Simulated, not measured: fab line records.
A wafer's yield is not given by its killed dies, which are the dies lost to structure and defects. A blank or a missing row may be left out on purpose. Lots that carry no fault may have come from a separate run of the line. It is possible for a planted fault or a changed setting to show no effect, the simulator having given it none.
fab line records	flow n5Finfet
record lots=5	wafers=15	lastDay=17
route steps=1938 shown GATE_CUT@506 MOL_CONTACT_COAG@517
lots that met no fault: from a run of the same line without faults
startH: hours from the record's opening day to when the first of the lot's shown wafers began	waitH: hours from the lot's prior step to this one	" repeats the value in the row above	L1.1+2: a row that stands for several wafers	- value missing, or start not given	* or withheld: withheld	< > ~ a bound
route shown NAME@n: NAME is a module with steps in the file, n the number in the route of the first one	usual: mean and standard deviation over wafers with no fault	same: alike in all rows	chamber/n: place in a boat	sites: each site's reading	_std_site: the standard deviation of these	_edge_site: mean of outer sites minus mean of inner sites	radiusMm: for every site, how far away it sits from the centre of the wafer	mask NAME#n: copy n	behind: the last tool/chamber to shape the wafer	hold: reason for holding the lot/hours on hold/outcome of the hold	device: names the non-switching transistor (n, p or np)	end of line: the tests these same wafers got at the end of their route	for a step that has no rows: nothing shown but its recipe	killed: at the first sort, the dies lost to defects and structure; wafer yield is something else	map: shows each die of a wafer: x if killed, . if not, _ if none is there
set.NAME: the setting as run; set.NAME@STEP: as run at that earlier step	model.NAME: the simulator's own value behind a step, which no gauge read
lots at some steps of the route; a table a step, a row a wafer
services: from which hour (startH, from the record's first day; less than 0 if before it) a tool's chamber was out of use, for how many hours, and why
## steps
# step N5_GATE_CUT_VAPOR_ETCH_51
# recipe chemistry=BCl3/Cl2	target=HfO2	mode=isotropic
# usual drypumpMotorCurrentA=5.8/0.38	oesProductAu=0.76/0.097
lot.wafer	tool	chamber	startH	waitH	drypumpMotorCurrentA	oesProductAu
L074.2	rieMetal-03	1	83.70	0.0	5.8	0.83
L074.5	"	0	"	"	5.5	0.75
L074.6	"	1	"	"	5.9	0.82
L077.1	rieMetal-02	1	101.55	0.0	5.4	0.66
L077.2	"	0	"	"	6.7	0.93
L077.4	"	1	"	"	5.4	0.66
L082.2	rieMetal-01	0	132.15	0.0	5.8	0.77
L082.5	"	1	"	"	5.4	0.57
L082.6	"	0	"	"	5.8	0.77
L093.1	rieMetal-03	0	200.27	0.0	5.5	0.72
L093.3	"	0	"	"	5.5	0.73
L093.4	"	1	"	"	5.9	0.79
L094.1	rieMetal-03	0	205.65	0.0	5.5	0.74
L094.3	"	1	"	"	5.9	0.80
L094.6	"	1	"	"	5.9	0.79
# step N5_GATE_CUT_STRIP_21
# recipe chemistry=N2/H2	timeS=30	powerW=1000	tempC=250	pressureMtorr=withheld	n2FlowSccm=1750	h2FlowSccm=3250
# usual drypumpMotorCurrentA=5.4/0.36	h2FlowSccm=3248/9.7	heaterPowerW=334/40
lot.wafer	tool	chamber	startH	waitH	drypumpMotorCurrentA	h2FlowSccm	heaterPowerW	rfHoursCounterH
L074.2	plasmaAsher-02	1	83.75	0.0	4.9	3233	296	89
L074.5	"	0	"	"	5.8	3232	300	-
L074.6	"	1	"	"	4.9	3249	299	-
L077.1	plasmaAsher-01	0	101.60	0.0	5.6	3242	396	41
L077.2	"	1	"	"	5.5	3258	362	41
L077.4	"	1	"	"	5.4	3251	361	-
L082.2	plasmaAsher-01	1	132.20	0.0	5.5	3259	370	46
L082.5	"	0	"	"	5.7	3261	405	-
L082.6	"	1	"	"	5.4	3257	365	-
L093.1	plasmaAsher-01	0	200.32	0.0	5.7	3255	388	61
L093.3	"	0	"	"	5.7	3251	379	-
L093.4	"	1	"	"	5.5	3260	355	-
L094.1	plasmaAsher-02	0	205.70	0.0	5.8	3246	300	112
L094.3	"	0	"	"	5.8	3264	300	-
L094.6	"	1	"	"	4.9	3231	296	-
# step N5_GATE_CUT_STRIP_29
# recipe chemistry=postEtchResidueRemover	timeS=60	tempC=25	removerPh=withheld	removerWaterWtPct=withheld	removerFluorideWtPct=withheld
lot.wafer	tool	chamber	startH	waitH
L074.2+5+6	wetBench-01	2,1,0	83.84	0.1
L077.1+2+4	wetBench-01	5,3,0	101.69	0.1
L082.2+5+6	wetBench-06	1,4,6	132.30	0.1
L093.1+3+4	wetBench-06	3,7,1	200.42	0.1
L094.1+3+6	wetBench-01	7,5,4	205.79	0.1
# step N5_GATE_CUT_SRD_52
# recipe dry=ipaMarangoni	timeS=30	tempC=23	rinseLiquid=diw
lot.wafer	tool	chamber	startH	waitH
L074.2+5+6	wetBench-01	2,1,0	83.86	0.0
L077.1+2+4	wetBench-01	5,3,0	101.71	0.0
L082.2+5+6	wetBench-06	1,4,6	132.32	0.0
L093.1+3+4	wetBench-06	3,7,1	200.44	0.0
L094.1+3+6	wetBench-01	7,5,4	205.81	0.0
# step N5_GATE_CUT_ALD_22
# recipe material=SiNx	targetThkA=160	tempC=400	aldPrecursorFamily=SiH2I2	aldCoReactant=N2/H2-plasma	pulseTimeS=1	aldCycles=320	purgeTimeS=2	coReactantPurgeTimeS=2	pressureTorr=2
# usual heaterPowerW=852/80	precursorPulseHeightRel=1.000/0.023
lot.wafer	tool	chamber	startH	waitH	heaterPowerW	precursorPulseHeightRel
L074.2	aldSin-03	1	83.90	0.0	867	1.026
L074.5	"	2	"	"	880	0.994
L074.6	"	1	"	"	844	0.987
L077.1	aldSin-03	0	101.75	0.0	878	1.018
L077.2	"	1	"	"	811	1.013
L077.4	"	2	"	"	835	1.010
L082.2	aldSin-02	0	132.76	0.4	957	1.035
L082.5	"	1	"	"	913	0.995
L082.6	"	3	"	"	994	0.976
L093.1	aldSin-03	3	200.71	0.3	762	1.005
L093.3	"	0	"	"	867	1.019
L093.4	"	2	"	"	808	1.005
L094.1	aldSin-02	3	205.86	0.0	976	0.995
L094.3	"	0	"	"	1009	1.026
L094.6	"	2	"	"	741	1.022
# step N5_GATE_CUT_CMP_23
# recipe stopOn=SiO2	tOverpolishS=23.4	postCmpClean=alkalineBrush	downForcePsi=2.5	platenRpm=51.8	padVelocityMS=1.0307	targetThkNm=16
# usual edgeZonePressureFrac=1.000/0.0047	motorCurrentA=8.6/0.88	overpolishRunS=23.399/0.0096	slurryFlowMlMin=150.0/0.49	timeToEndpointS=20.4/2.7
lot.wafer	tool	chamber	startH	waitH	edgeZonePressureFrac	motorCurrentA	overpolishRunS	slurryFlowMlMin	timeToEndpointS
L074.2	cmp-03	0	85.39	0.8	0.994	8.0	23.403	149.9	24.6
L074.6	"	0	"	"	0.996	7.9	23.394	149.8	26.4
L074.5	"	1	"	"	0.992	8.1	23.399	150.2	23.4
L077.4	cmp-01	1	103.24	0.8	1.003	7.6	23.426	150.2	19.6
L077.2	"	2	"	"	0.994	8.9	23.399	150.2	21.4
L077.1	"	3	"	"	0.991	7.3	23.386	148.7	18.5
L082.2	cmp-03	1	134.25	0.8	0.996	9.3	23.402	149.6	25.6
L082.5	"	1	"	"	0.999	8.0	23.382	149.4	23.9
L082.6	"	2	"	"	0.994	8.0	23.403	150.0	23.2
L093.4	cmp-02	2	202.29	0.8	0.990	8.0	23.403	150.0	16.0
L093.1	"	3	"	"	1.005	8.4	23.403	149.7	17.7
L093.3	"	0	"	"	1.002	9.1	23.398	150.1	20.4
L094.3	cmp-03	3	207.35	0.8	1.000	9.3	23.408	149.9	22.4
L094.1	"	0	"	"	1.002	7.9	23.385	150.2	25.1
L094.6	"	0	"	"	1.009	7.6	23.390	149.7	20.1
# step N5_GATE_CUT_THK_MEAS_24
# recipe reads=SiO2_of_GATE_CUT_HM_DEP_46+SiO2_flowable_of_ILD0_FCVD_FILL_01
# usual GC_FILL_THK=219.8/2.7
lot.wafer	tool	chamber	startH	waitH	GC_FILL_THK[nm]
L074.2	filmMetro-02	-	85.69	-	218.4
L074.5	"	-	"	"	218.9
L074.6	"	-	"	"	219.1
L077.1	filmMetro-01	-	103.54	-	221.4
L077.2	"	-	"	"	220.1
L077.4	"	-	"	"	221.3
L082.2	filmMetro-01	-	134.54	-	218.7
L082.5	"	-	"	"	218.3
L082.6	"	-	"	"	219.7
L093.1	filmMetro-01	-	202.58	-	216.7
L093.3	"	-	"	"	217.2
L093.4	"	-	"	"	220.0
L094.1	filmMetro-01	-	207.64	-	219.5
L094.3	"	-	"	"	219.3
L094.6	"	-	"	"	220.8
# step N5_GATE_CUT_CMP_43
# recipe material=SiO2	postCmpClean=rinseOnly
# usual edgeZonePressureFrac=1.000/0.0047	motorCurrentA=11.5/1.2	slurryFlowMlMin=149.9/0.5
lot.wafer	tool	chamber	startH	waitH	edgeZonePressureFrac	motorCurrentA	slurryFlowMlMin
L074.2	cmp-01	3	85.96	0.3	1.005	9.7	150.1
L074.5	"	0	"	"	1.006	12.8	149.8
L074.6	"	1	"	"	0.998	10.1	149.4
L077.2	cmp-01	0	103.57	0.0	1.002	12.6	150.6
L077.1	"	1	"	"	1.008	9.8	149.8
L077.4	"	2	"	"	1.005	12.5	150.3
L082.2	cmp-03	2	134.81	0.3	1.004	11.6	149.2
L082.5	"	3	"	"	0.993	12.4	150.3
L082.6	"	0	"	"	0.997	9.9	149.6
L093.1	cmp-03	3	202.61	0.0	0.999	12.2	149.9
L093.3	"	1	"	"	1.002	11.9	150.4
L093.4	"	2	"	"	1.007	11.6	149.3
L094.1	cmp-01	3	207.67	0.0	1.000	10.2	150.2
L094.3	"	2	"	"	1.001	12.0	149.9
L094.6	"	0	"	"	0.999	12.6	150.5
# step N5_GATE_CUT_CMP_61
# recipe stopOn=SiNx	tOverpolishS=3	postCmpClean=alkalineBrush	downForcePsi=4	platenRpm=27.09	padVelocityMS=0.539
# usual edgeZonePressureFrac=0.999/0.0054	motorCurrentA=11.4/1.3	slurryFlowMlMin=150.0/0.49
lot.wafer	tool	chamber	startH	waitH	edgeZonePressureFrac	motorCurrentA	slurryFlowMlMin
L074.2	cmp-01	3	86.29	0.2	1.006	9.7	149.3
L074.5	"	0	"	"	1.001	12.9	149.5
L074.6	"	1	"	"	1.004	9.8	150.1
L077.2	cmp-01	0	104.05	0.4	1.010	12.4	150.0
L077.1	"	1	"	"	1.002	10.0	150.1
L077.4	"	2	"	"	1.004	12.1	149.6
L082.2	cmp-03	2	135.14	0.2	0.996	11.1	149.9
L082.5	"	3	"	"	0.998	12.3	150.1
L082.6	"	0	"	"	0.999	10.1	150.2
L093.1	cmp-03	3	203.09	0.4	1.011	12.7	150.3
L093.3	"	1	"	"	1.000	10.5	149.4
L093.4	"	2	"	"	0.988	11.1	150.8
L094.1	cmp-01	3	208.15	0.4	1.001	9.7	150.3
L094.3	"	2	"	"	0.990	11.7	149.7
L094.6	"	0	"	"	0.996	13.1	149.6
# step N5_GATE_CUT_INSPECT_26
# recipe inspectInstrument=darkfield	mode=postCmp
# usual rawDefectCount=34/13
lot.wafer	tool	chamber	startH	waitH	rawDefectCount
L074.2	defectInspect-02	-	86.43	0.0	38
L074.5	"	-	"	"	16
L074.6	"	-	"	"	16
L077.1	defectInspect-02	-	104.28	0.0	13
L077.2	"	-	"	"	18
L077.4	"	-	"	"	10
L082.2	defectInspect-01	-	135.28	0.0	19
L082.5	"	-	"	"	24
L082.6	"	-	"	"	16
L093.1	defectInspect-01	-	203.32	0.0	30
L093.3	"	-	"	"	18
L093.4	"	-	"	"	26
L094.1	defectInspect-02	-	208.38	0.0	61
L094.3	"	-	"	"	38
L094.6	"	-	"	"	42
# step N5_MOL_CONTACT_COAG_COAT_103
# recipe resist=SOC	tempC=250	timeS=60	spinRpm=1500	resistThkNm=80
# usual chillPlateTempC=23.01/0.11
lot.wafer	tool	chamber	startH	waitH	chillPlateTempC
L074.2	lithoTrack-01	0	86.46	0.0	23.13
L074.5	"	0	"	"	23.03
L074.6	"	0	"	"	22.93
L077.1	lithoTrack-03	0	104.31	0.0	23.18
L077.2	"	0	"	"	23.15
L077.4	"	0	"	"	23.10
L082.2	lithoTrack-03	0	135.31	0.0	23.03
L082.5	"	0	"	"	22.93
L082.6	"	0	"	"	22.97
L093.1	lithoTrack-01	0	203.35	0.0	23.27
L093.3	"	0	"	"	23.03
L093.4	"	0	"	"	22.98
L094.1	lithoTrack-03	0	208.42	0.0	22.78
L094.3	"	0	"	"	22.85
L094.6	"	0	"	"	22.84
# step N5_MOL_CONTACT_COAG_COAT_104
# recipe resist=SiARC	tempC=220	timeS=60	spinRpm=1500	resistThkNm=12
# usual chillPlateTempC=22.98/0.099
lot.wafer	tool	chamber	startH	waitH	chillPlateTempC
L074.2	lithoTrack-01	0	-	-	22.95
L074.5	"	0	"	"	22.94
L074.6	"	0	"	"	23.07
L077.1	lithoTrack-03	0	-	-	22.95
L077.2	"	0	"	"	22.94
L077.4	"	0	"	"	22.99
L082.2	lithoTrack-03	0	-	-	23.07
L082.5	"	0	"	"	22.92
L082.6	"	0	"	"	22.97
L093.1	lithoTrack-01	0	-	-	22.91
L093.3	"	0	"	"	23.00
L093.4	"	0	"	"	22.94
L094.1	lithoTrack-03	0	-	-	22.92
L094.3	"	0	"	"	22.94
L094.6	"	0	"	"	23.01
# step N5_MOL_CONTACT_COAG_COAT_58
# recipe resist=underlayer	tempC=205	timeS=60	spinRpm=1500	resistThkNm=10
# usual chillPlateTempC=23.00/0.11
lot.wafer	tool	chamber	startH	waitH	chillPlateTempC
L074.2	lithoTrack-01	0	-	-	22.75
L074.5	"	0	"	"	22.92
L074.6	"	0	"	"	22.89
L077.1	lithoTrack-03	0	-	-	23.00
L077.2	"	0	"	"	22.97
L077.4	"	0	"	"	23.05
L082.2	lithoTrack-03	0	-	-	23.00
L082.5	"	0	"	"	23.08
L082.6	"	0	"	"	22.88
L093.1	lithoTrack-01	0	-	-	22.72
L093.3	"	0	"	"	23.00
L093.4	"	0	"	"	22.84
L094.1	lithoTrack-03	0	-	-	22.88
L094.3	"	0	"	"	22.81
L094.6	"	0	"	"	22.89
# step N5_MOL_CONTACT_COAG_COAT_02
# recipe resist=CAR-EUV	spinRpm=1500	resistThkNm=30
# usual chillPlateTempC=22.98/0.095
lot.wafer	tool	chamber	startH	waitH	chillPlateTempC
L074.2	lithoTrack-01	0	-	-	23.02
L074.5	"	0	"	"	23.06
L074.6	"	0	"	"	22.92
L077.1	lithoTrack-03	0	-	-	22.97
L077.2	"	0	"	"	22.97
L077.4	"	0	"	"	22.87
L082.2	lithoTrack-03	0	-	-	22.89
L082.5	"	0	"	"	22.99
L082.6	"	0	"	"	23.13
L093.1	lithoTrack-01	0	-	-	22.89
L093.3	"	0	"	"	22.90
L093.4	"	0	"	"	22.92
L094.1	lithoTrack-03	0	-	-	22.84
L094.3	"	0	"	"	22.81
L094.6	"	0	"	"	22.93
# step N5_MOL_CONTACT_COAG_EBR_04
# recipe solvent=PGMEA	ebrWidthMm=1.5
# usual chillPlateTempC=22.99/0.097
lot.wafer	tool	chamber	startH	waitH	chillPlateTempC
L074.2	lithoTrack-01	0	-	-	22.91
L074.5	"	0	"	"	23.15
L074.6	"	0	"	"	23.17
L077.1	lithoTrack-03	0	-	-	23.18
L077.2	"	0	"	"	23.08
L077.4	"	0	"	"	23.12
L082.2	lithoTrack-03	0	-	-	22.88
L082.5	"	0	"	"	22.89
L082.6	"	0	"	"	22.94
L093.1	lithoTrack-01	0	-	-	23.06
L093.3	"	0	"	"	23.01
L093.4	"	0	"	"	22.90
L094.1	lithoTrack-03	0	-	-	22.92
L094.3	"	0	"	"	22.89
L094.6	"	0	"	"	22.82
# step N5_MOL_CONTACT_COAG_SOFTBAKE_03
# recipe tempC=110	timeS=60	resist=CAR-EUV
# usual chillPlateTempC=22.96/0.1
lot.wafer	tool	chamber	startH	waitH	chillPlateTempC
L074.2	lithoTrack-01	0	-	-	22.92
L074.5	"	0	"	"	22.86
L074.6	"	0	"	"	22.92
L077.1	lithoTrack-03	0	-	-	22.76
L077.2	"	0	"	"	22.98
L077.4	"	0	"	"	22.93
L082.2	lithoTrack-03	0	-	-	22.87
L082.5	"	0	"	"	22.82
L082.6	"	0	"	"	22.95
L093.1	lithoTrack-01	0	-	-	23.05
L093.3	"	0	"	"	23.03
L093.4	"	0	"	"	22.93
L094.1	lithoTrack-03	0	-	-	23.02
L094.3	"	0	"	"	23.02
L094.6	"	0	"	"	22.79
# step N5_MOL_CONTACT_COAG_EXPOSE_05
# recipe maskId=CA	na=0.33	sourceShape=annular	sigmaInner=0.4	sigmaOuter=0.8	polarization=unpolarized	defocusNm=0	doseMj=38.25
lot.wafer	tool	chamber	startH	waitH	mask
L074.2+5+6	euvScanner-01	0	86.61	-	CA#0
L077.1+2+4	euvScanner-01	0	104.45	-	CA#0
L082.2+5+6	euvScanner-01	0	135.47	-	CA#0
L093.1+3+4	euvScanner-02	0	203.49	-	CA#0
L094.1+3+6	euvScanner-02	0	208.55	-	CA#0
# step N5_MOL_CONTACT_COAG_PEB_06
# recipe pebTempC=100	pebTimeS=60	resist=CAR-EUV
# usual chillPlateTempC=23.01/0.092
lot.wafer	tool	chamber	startH	waitH	chillPlateTempC
L074.2	lithoTrack-01	0	86.66	0.0	22.79
L074.5	"	0	"	"	22.99
L074.6	"	0	"	"	22.87
L077.1	lithoTrack-04	0	104.51	0.1	23.07
L077.2	"	0	"	"	23.03
L077.4	"	0	"	"	22.95
L082.2	lithoTrack-03	0	135.52	0.0	23.08
L082.5	"	0	"	"	22.99
L082.6	"	0	"	"	23.11
L093.1	lithoTrack-04	0	203.55	0.1	23.16
L093.3	"	0	"	"	23.01
L093.4	"	0	"	"	23.12
L094.1	lithoTrack-04	0	208.62	0.1	23.19
L094.3	"	0	"	"	23.06
L094.6	"	0	"	"	23.02
# step N5_MOL_CONTACT_COAG_DEVELOP_07
# recipe developTimeS=30	developer=TMAH	resist=CAR-EUV	rinseLiquid=surfactantRinse	dry=airSpin	devTempC=23
# usual chillPlateTempC=23.01/0.11
lot.wafer	tool	chamber	startH	waitH	chillPlateTempC
L074.2	lithoTrack-01	0	-	-	23.05
L074.5	"	0	"	"	22.87
L074.6	"	0	"	"	23.00
L077.1	lithoTrack-04	0	-	-	22.82
L077.2	"	0	"	"	23.06
L077.4	"	0	"	"	23.22
L082.2	lithoTrack-03	0	-	-	23.12
L082.5	"	0	"	"	22.88
L082.6	"	0	"	"	23.06
L093.1	lithoTrack-04	0	-	-	22.82
L093.3	"	0	"	"	22.92
L093.4	"	0	"	"	22.84
L094.1	lithoTrack-04	0	-	-	23.02
L094.3	"	0	"	"	23.17
L094.6	"	0	"	"	23.20
# step N5_MOL_CONTACT_COAG_CD_MEAS_08
# recipe targetCdNm=28	landingEnergyEv=500	detector=seInlens	polarity=opening
# usual cdNm=28.09/0.26
lot.wafer	tool	chamber	startH	waitH	cdNm
L074.2	cdSem-03	0	86.73	-	28.47
L074.5	"	0	"	"	28.12
L074.6	"	0	"	"	28.33
L077.1	cdSem-01	0	104.58	-	27.81
L077.2	"	0	"	"	27.91
L077.4	"	0	"	"	28.02
L082.2	cdSem-03	0	135.59	-	28.27
L082.5	"	0	"	"	27.81
L082.6	"	0	"	"	27.59
L093.1	cdSem-03	0	203.62	-	28.13
L093.3	"	0	"	"	28.31
L093.4	"	0	"	"	28.02
L094.1	cdSem-01	0	208.69	-	27.80
L094.3	"	0	"	"	27.93
L094.6	"	0	"	"	27.90
# step N5_MOL_CONTACT_COAG_OVL_MEAS_09
# recipe pointsPerWafer=522
# usual CA_OVL=-0.1/0.59
# same pointsPerWafer=522
lot.wafer	tool	chamber	startH	waitH	CA_OVL[nm]
L074.2	overlay-02	0	86.76	0.0	0.0
L074.5	"	0	"	"	0.9
L074.6	"	0	"	"	0.7
L077.1	overlay-02	0	104.61	0.0	0.2
L077.2	"	0	"	"	1.2
L077.4	"	0	"	"	-0.2
L082.2	overlay-01	0	135.63	0.0	0.1
L082.5	"	0	"	"	-0.6
L082.6	"	0	"	"	0.5
L093.1	overlay-01	0	203.65	0.0	-0.1
L093.3	"	0	"	"	-0.1
L093.4	"	0	"	"	0.7
L094.1	overlay-02	0	208.72	0.0	-0.9
L094.3	"	0	"	"	-0.8
L094.6	"	0	"	"	-0.4
# step N5_MOL_CONTACT_COAG_INSPECT_10
# recipe mode=adi	inspectInstrument=brightfield
# usual rawDefectCount=63/22
lot.wafer	tool	chamber	startH	waitH	rawDefectCount
L074.2	defectInspect-02	-	86.82	0.0	64
L074.5	"	-	"	"	29
L074.6	"	-	"	"	31
L077.1	defectInspect-02	-	104.67	0.1	34
L077.2	"	-	"	"	48
L077.4	"	-	"	"	25
L082.2	defectInspect-01	-	135.68	0.0	33
L082.5	"	-	"	"	40
L082.6	"	-	"	"	41
L093.1	defectInspect-02	-	203.71	0.1	53
L093.3	"	-	"	"	42
L093.4	"	-	"	"	40
L094.1	defectInspect-01	-	208.77	0.1	103
L094.3	"	-	"	"	80
L094.6	"	-	"	"	89
# step N5_MOL_CONTACT_COAG_DESCUM_13
# recipe chemistry=O2	timeS=7	sourcePowerW=50	biasPowerW=20	pressureMtorr=20	rfFrequencyHz=2.712e+07	tempC=40	resist=CAR-EUV	o2FlowSccm=225
# usual drypumpMotorCurrentA=5.6/0.42	oesProductAu=0.80/0.083	rfVppV=243.0/1.3	showerheadPlenumPTorr=2.09/0.071	throttleValvePct=20.33/0.18
lot.wafer	tool	chamber	startH	waitH	drypumpMotorCurrentA	oesProductAu	rfHoursCounterH	rfVppV	showerheadPlenumPTorr	throttleValvePct
L074.2	rieDiel-06	0	86.85	0.0	5.2	0.75	169	245.5	2.15	19.95
L074.5	"	3	"	"	5.0	0.97	-	243.5	2.07	20.43
L074.6	"	2	"	"	5.8	0.91	-	243.6	2.11	20.04
L077.1	rieDiel-06	2	105.39	0.7	5.8	0.88	38	242.7	2.11	20.07
L077.2	"	0	"	"	5.2	0.74	177	244.5	2.15	19.97
L077.4	"	2	"	"	5.8	0.88	-	244.7	2.11	20.06
L082.2	rieDiel-06	3	136.00	0.3	5.1	0.92	33	241.5	2.06	20.44
L082.5	"	1	"	"	6.3	0.92	-	245.2	2.24	20.32
L082.6	"	2	"	"	5.8	0.87	-	241.7	2.11	20.06
L093.1	rieDiel-04	2	203.74	0.0	6.0	0.70	196	243.0	2.09	20.27
L093.3	"	0	"	"	6.0	0.77	130	242.1	2.00	20.11
L093.4	"	0	"	"	6.0	0.76	-	241.8	2.00	20.10
L094.1	rieDiel-04	2	208.81	0.0	6.0	0.70	198	242.2	2.09	20.26
L094.3	"	0	"	"	5.9	0.77	133	242.1	1.99	20.11
L094.6	"	0	"	"	6.0	0.78	-	241.7	2.00	20.09
# step N5_MOL_CONTACT_COAG_ETCH_59
# recipe chemistry=N2/H2	target=underlayer	targetDepthA=130	maskMaterial=CAR-EUV	timeS=10.4	ionEnergyEv=200	pressureMtorr=30	sourceW=840	biasW=150	n2FlowSccm=200	h2FlowSccm=200	ends=cleared
# usual drypumpMotorCurrentA=5.6/0.42	etchRfOnTimeS=10.3/0.35	h2FlowSccm=200.0/0.61	oesProductAu=0.69/0.071	rfVppV=523.7/2.6	showerheadPlenumPTorr=2.54/0.083	throttleValvePct=17.81/0.26
lot.wafer	tool	chamber	startH	waitH	drypumpMotorCurrentA	etchRfOnTimeS	h2FlowSccm	oesProductAu	rfHoursCounterH	rfVppV	showerheadPlenumPTorr	throttleValvePct
L074.2	rieDiel-06	0	86.89	0.0	5.2	10.4	199.7	0.63	169	525.2	2.64	17.54
L074.5	"	3	"	"	5.0	10.6	200.1	0.78	-	521.0	2.50	17.79
L074.6	"	2	"	"	5.8	9.4	200.0	0.81	-	525.2	2.59	17.63
L077.1	rieDiel-06	2	105.43	0.0	5.8	9.5	200.6	0.80	38	525.0	2.59	17.63
L077.2	"	0	"	"	5.2	10.4	200.3	0.63	177	527.1	2.63	17.54
L077.4	"	2	"	"	5.8	9.4	200.7	0.79	-	526.9	2.59	17.65
L082.2	rieDiel-06	3	136.03	0.0	5.1	10.5	199.6	0.76	33	522.2	2.49	17.81
L082.5	"	1	"	"	6.4	10.0	200.1	0.81	-	526.5	2.72	17.65
L082.6	"	2	"	"	5.8	9.3	199.9	0.79	-	525.7	2.59	17.65
L093.1	rieDiel-04	2	203.78	0.0	6.0	10.7	199.1	0.60	196	524.7	2.53	17.63
L093.3	"	0	"	"	6.0	10.4	199.3	0.66	130	521.5	2.45	17.65
L093.4	"	0	"	"	6.0	10.4	200.3	0.67	-	521.4	2.45	17.64
L094.1	rieDiel-04	2	208.84	0.0	6.0	10.8	200.9	0.59	198	522.6	2.52	17.65
L094.3	"	0	"	"	6.0	10.4	201.2	0.66	133	519.8	2.45	17.64
L094.6	"	0	"	"	5.9	10.4	200.9	0.67	-	522.4	2.45	17.64
# step N5_MOL_CONTACT_COAG_ETCH_105
# recipe chemistry=CF4	target=SiARC	targetDepthA=156	maskMaterial=CAR-EUV	timeS=26	ionEnergyEv=80	pressureMtorr=40	sourceW=545	biasW=36	Ar_flow_sccm=100	cf4FlowSccm=100	ends=cleared
# usual drypumpMotorCurrentA=5.6/0.42	etchRfOnTimeS=25.7/0.76	oesProductAu=0.69/0.071	rfVppV=184.1/1.1	showerheadPlenumPTorr=2.14/0.064	throttleValvePct=15.54/0.17
lot.wafer	tool	chamber	startH	waitH	drypumpMotorCurrentA	etchRfOnTimeS	oesProductAu	rfHoursCounterH	rfVppV	showerheadPlenumPTorr	throttleValvePct
L074.2	rieDiel-06	0	86.91	0.0	5.2	25.8	0.64	169	185.0	2.23	15.41
L074.5	"	3	"	"	5.0	26.3	0.79	-	181.9	2.11	15.52
L074.6	"	2	"	"	5.8	23.7	0.80	-	184.9	2.19	15.41
L077.1	rieDiel-06	2	105.45	0.0	5.8	23.9	0.79	38	185.2	2.18	15.42
L077.2	"	0	"	"	5.2	25.7	0.64	177	185.7	2.22	15.44
L077.4	"	2	"	"	5.8	23.5	0.79	-	187.0	2.18	15.43
L082.2	rieDiel-06	3	136.05	0.0	5.0	26.5	0.75	33	184.5	2.10	15.55
L082.5	"	1	"	"	6.3	25.2	0.81	-	185.0	2.26	15.36
L082.6	"	2	"	"	5.8	23.9	0.78	-	183.9	2.18	15.45
L093.1	rieDiel-04	2	203.80	0.0	6.0	27.2	0.59	196	182.8	2.13	15.48
L093.3	"	0	"	"	6.0	26.0	0.67	130	182.8	2.08	15.44
L093.4	"	0	"	"	6.0	25.9	0.66	-	183.4	2.08	15.44
L094.1	rieDiel-04	2	208.86	0.0	6.0	26.9	0.59	198	183.8	2.13	15.48
L094.3	"	0	"	"	5.9	25.7	0.67	133	182.7	2.08	15.45
L094.6	"	0	"	"	5.9	25.9	0.67	-	183.3	2.08	15.44
# step N5_MOL_CONTACT_COAG_ETCH_106
# recipe chemistry=N2/H2	target=SOC	targetDepthA=800	overetchA=160	maskMaterial=SiARC	tempC=40	timeS=120	ionEnergyEv=200	pressureMtorr=30	sourceW=840	biasW=150	n2FlowSccm=200	h2FlowSccm=200
# usual drypumpMotorCurrentA=5.6/0.42	h2FlowSccm=200.0/0.57	oesProductAu=0.71/0.071	rfVppV=523.9/2.5	showerheadPlenumPTorr=2.54/0.083	throttleValvePct=17.78/0.26
lot.wafer	tool	chamber	startH	waitH	drypumpMotorCurrentA	h2FlowSccm	oesProductAu	rfHoursCounterH	rfVppV	showerheadPlenumPTorr	throttleValvePct
L074.2	rieDiel-06	0	86.93	0.0	5.2	200.7	0.66	169	526.7	2.64	17.51
L074.5	"	3	"	"	5.0	199.2	0.84	-	523.8	2.50	17.74
L074.6	"	2	"	"	5.8	199.4	0.81	-	525.1	2.59	17.59
L077.1	rieDiel-06	2	105.47	0.0	5.8	199.1	0.78	38	525.5	2.59	17.59
L077.2	"	0	"	"	5.2	199.3	0.66	177	527.4	2.63	17.52
L077.4	"	2	"	"	5.8	199.2	0.79	-	525.2	2.59	17.60
L082.2	rieDiel-06	3	136.08	0.0	5.0	199.6	0.79	33	523.1	2.49	17.79
L082.5	"	1	"	"	6.3	199.5	0.84	-	528.0	2.72	17.63
L082.6	"	2	"	"	5.8	200.3	0.77	-	524.4	2.59	17.62
L093.1	rieDiel-04	2	203.82	0.0	6.0	200.7	0.64	196	524.1	2.53	17.61
L093.3	"	0	"	"	6.0	200.5	0.70	130	522.6	2.45	17.63
L093.4	"	0	"	"	6.0	200.0	0.70	-	521.4	2.45	17.60
L094.1	rieDiel-04	2	208.89	0.0	6.0	200.1	0.64	198	523.7	2.52	17.61
L094.3	"	0	"	"	5.9	200.3	0.69	133	520.9	2.45	17.63
L094.6	"	0	"	"	6.0	200.0	0.69	-	521.8	2.45	17.63
# step N5_MOL_CONTACT_COAG_STRIP_107
# recipe chemistry=N2/H2	tempC=40	n2FlowSccm=200	h2FlowSccm=200	rfFrequencyHz=6e+07
lot.wafer	tool	chamber	startH	waitH
L074.2+5+6	rieDiel-06	0,3,2	87.01	0.0
L077.1+2+4	rieDiel-06	2,0,2	105.56	0.0
L082.2+5+6	rieDiel-06	3,1,2	136.16	0.0
L093.1+3+4	rieDiel-04	2,0,0	203.91	0.0
L094.1+3+6	rieDiel-04	2,0,0	208.97	0.0
# step N5_MOL_CONTACT_COAG_STRIP_108
# recipe chemistry=N2/H2	tempC=40	n2FlowSccm=200	h2FlowSccm=200	rfFrequencyHz=6e+07
lot.wafer	tool	chamber	startH	waitH
L074.2+5+6	rieDiel-06	0,3,2	87.02	0.0
L077.1+2+4	rieDiel-06	2,0,2	105.57	0.0
L082.2+5+6	rieDiel-06	3,1,2	136.17	0.0
L093.1+3+4	rieDiel-04	2,0,0	203.92	0.0
L094.1+3+6	rieDiel-04	2,0,0	208.98	0.0
## services
tool	chamber	startH	hours	kind
euvScanner-02	-	67.88	1.7	repair
euvScanner-01	-	69.57	1.0	pm
cmp-03	-	71.63	0.5	repair
euvScanner-01	-	80.78	4.6	pm
aldSin-03	-	85.37	14.0	pm
euvScanner-02	-	87.43	1.0	pm
cmp-01	-	91.66	2.6	repair
rieMetal-03	-	96.80	1.3	repair
euvScanner-02	-	105.93	0.6	repair
cmp-01	-	121.50	1.7	repair
rieDiel-04	3	122.87	3.9	repair
cmp-03	-	123.58	3.4	pm
euvScanner-01	-	124.19	1.0	pm
rieDiel-04	-	126.60	2.8	pm
rieMetal-03	-	128.12	14.6	pm
rieMetal-03	0	152.94	18.0	repair
euvScanner-01	-	153.59	6.2	repair
cmp-03	-	161.57	1.2	repair
cmp-01	-	165.58	2.2	repair
rieDiel-06	3	173.08	5.7	repair
euvScanner-01	-	180.34	1.0	pm
cmp-01	-	180.99	0.5	repair
rieDiel-04	3	185.80	9.3	repair
cmp-01	-	191.15	4.0	pm
## key
fault none
